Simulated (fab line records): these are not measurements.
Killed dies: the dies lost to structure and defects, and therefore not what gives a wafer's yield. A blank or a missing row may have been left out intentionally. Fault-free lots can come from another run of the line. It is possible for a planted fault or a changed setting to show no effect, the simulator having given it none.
Chamber matching    flow n5_finfet    N5_MOL_CONTACT_COAG_STRIP_72 on rie_diel-06 has 4 sister chambers
The step strips in N2/H2. 4 wafers are shown with their chamber, then 7 later ones without.

WAFERS WITH THEIR CHAMBER
wafer   chamber  showerhead_plenum_p_Torr (Torr)
L079.5  2        2.41
L081.6  3        2.64
L085.2  0        2.65
L085.5  1        2.52

WAFERS MISSING THEIR CHAMBER
wafer   showerhead_plenum_p_Torr (Torr)
L085.6  2.65
L087.2  2.51
L087.4  2.64
L087.6  2.64
L088.1  2.52
L088.5  2.63
L088.6  2.65

WHICH CHAMBER EACH WENT THROUGH
wafer   from the rows above      in truth
L085.6  can't be placed: 0 or 3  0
L087.2  1                        1
L087.4  can't be placed: 3 or 0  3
L087.6  can't be placed: 3 or 0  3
L088.1  1                        1
L088.5  can't be placed: 3 or 0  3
L088.6  can't be placed: 0 or 3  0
Placed correctly: 2 of 7. Can't be placed from these rows: 5 (the true chamber is among the candidates in 5). 0 placed wrongly.
How it was worked out, from the rows above alone: a wafer's distance from a chamber is the root of the sum, over the readings, of the square of ((its reading less the chamber's mean) divided by the reading's scatter). The wafer belongs to the nearest chamber; if the next one is less than 2 further off, it can't be placed. For every chamber, the mean is computed from those of its wafers that are shown. The scatter (one wafer shown for each chamber): square how far every hidden wafer sits from the nearest shown wafer, average those squares and take the square root.
